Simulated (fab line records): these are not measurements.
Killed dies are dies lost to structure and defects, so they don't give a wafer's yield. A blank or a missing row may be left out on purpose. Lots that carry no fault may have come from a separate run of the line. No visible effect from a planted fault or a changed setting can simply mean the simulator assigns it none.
2 desks looking at one fault	flow n5_finfet	only its own numbers are on each desk; what lay behind them is given at the end

AT THE TOOL OWNER'S DESK: ald_metal-01
The tool's own readings at N5_BEOL_M11_ALD_74 (deposits TaN, target thk 2 nm, pulse time 2 s, purge time 3 s): means of the sampled wafers that have a number, for each lot that ran on this tool. A lot is out of limits, marked OUT, if its mean lies more than 4 standard deviations from the usual mean; the brackets give that distance.
Columns: A = heater_power_w at N5_BEOL_M11_ALD_74, usual 394 W
lot	first seen here	A
L267	day 11 23:47	406
L278	day 15 00:15	432
L279	day 15 06:28	420
L282	day 15 09:59	412
This desk found nothing out of limits on any of the 4 lots.

THE METROLOGY DESK
What the gauges read for every lot (on any tool): the sampled wafers with a number, averaged. A lot is out of limits, marked OUT, if its mean lies more than 4 standard deviations from the usual mean; the brackets give that distance.
Columns: A = trench_depth_nm at N5_BEOL_M11_OCD_MEAS_38, usual 148 nm; B = cd_nm at N5_BEOL_M11_CD_MEAS_35, usual 69.9 nm
lot	first seen here	A	B
L267	day 11 22:41	149	69.8
L278	day 14 23:20	144	70.3
L279	day 15 05:46	149	69.8
L282	day 15 08:19	151	70.0
L286	day 17 00:14	152	70.1
L287	day 17 10:16	148	69.1
L289	day 18 05:13	149	70.3
This desk found nothing out of limits on any of the 7 lots.

BROUGHT TOGETHER
Nothing out of limits was seen by the tool owner's desk.
Nothing out of limits was seen by the metrology desk.

WHAT THE SIMULATOR HAD INSERTED
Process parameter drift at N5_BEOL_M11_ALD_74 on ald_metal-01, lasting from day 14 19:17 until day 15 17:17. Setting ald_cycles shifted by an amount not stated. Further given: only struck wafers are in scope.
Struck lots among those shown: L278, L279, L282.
